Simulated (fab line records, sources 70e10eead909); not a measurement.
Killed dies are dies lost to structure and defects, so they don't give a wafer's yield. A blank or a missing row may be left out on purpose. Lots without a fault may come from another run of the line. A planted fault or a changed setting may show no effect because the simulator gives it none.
Chamber matching | flow nand_harc | NHARC_P_BONDPAD_CMP_32 on cmp-03: 4 sister chambers
The step polishes SiCN, target thk 200 nm. 8 wafers are shown with their chamber, then 11 later ones without.

WAFERS WITH THEIR CHAMBER
wafer  | chamber | motor_current_A (A) | slurry_flow_ml_min
L080.5 | 3       | 11.1                | 150.7
L085.4 | 0       | 13.6                | 150.7
L085.5 | 2       | 12.4                | 150.2
L085.6 | 1       | 14.6                | 151.0
L086.2 | 0       | 12.2                | 150.3
L086.4 | 2       | 12.6                | 149.7
L086.6 | 1       | 14.9                | 150.9
L089.1 | 3       | 11.9                | 151.4

WAFERS WITHOUT THEIR CHAMBER
wafer  | motor_current_A (A) | slurry_flow_ml_min
L089.4 | 14.7                | 150.2
L089.5 | 11.1                | 150.3
L090.3 | 14.9                | 150.3
L090.4 | 12.1                | 149.8
L090.6 | 15.0                | 149.9
L093.2 | 13.9                | 150.1
L093.3 | 11.6                | 150.0
L093.5 | 14.1                | 150.2
L096.3 | 11.4                | 150.3
L096.5 | 12.9                | 149.8
L096.6 | 14.9                | 150.8

WHICH CHAMBER EACH WENT THROUGH
wafer  | from the rows above          | in truth
L089.4 | can't be placed: 1 or 0 or 2 | 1
L089.5 | can't be placed: 3 or 2 or 0 | 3
L090.3 | can't be placed: 1 or 0      | 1
L090.4 | can't be placed: 2 or 0      | 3
L090.6 | can't be placed: 1 or 0 or 2 | 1
L093.2 | can't be placed: 0 or 2 or 1 | 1
L093.3 | can't be placed: 2 or 0 or 3 | 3
L093.5 | can't be placed: 0 or 1 or 2 | 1
L096.3 | can't be placed: 2 or 3 or 0 | 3
L096.5 | can't be placed: 2 or 0      | 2
L096.6 | 1                            | 1
Placed correctly: 1 of 11. Can't be placed from these rows: 10 (the true chamber is among the candidates in 9). Placed wrongly: 0.
How it was worked out, from the rows above alone: a wafer's distance from a chamber is the root of the sum, over the readings, of the square of ((its reading less the chamber's mean) divided by the reading's scatter). The wafer belongs to the nearest chamber; if the next one is less than 2 further off, it can't be placed. A chamber's mean is the mean of its shown wafers. The scatter: the root of (the sum of the squares of (reading less its chamber's mean) over the shown wafers, divided by (wafers less chambers)).
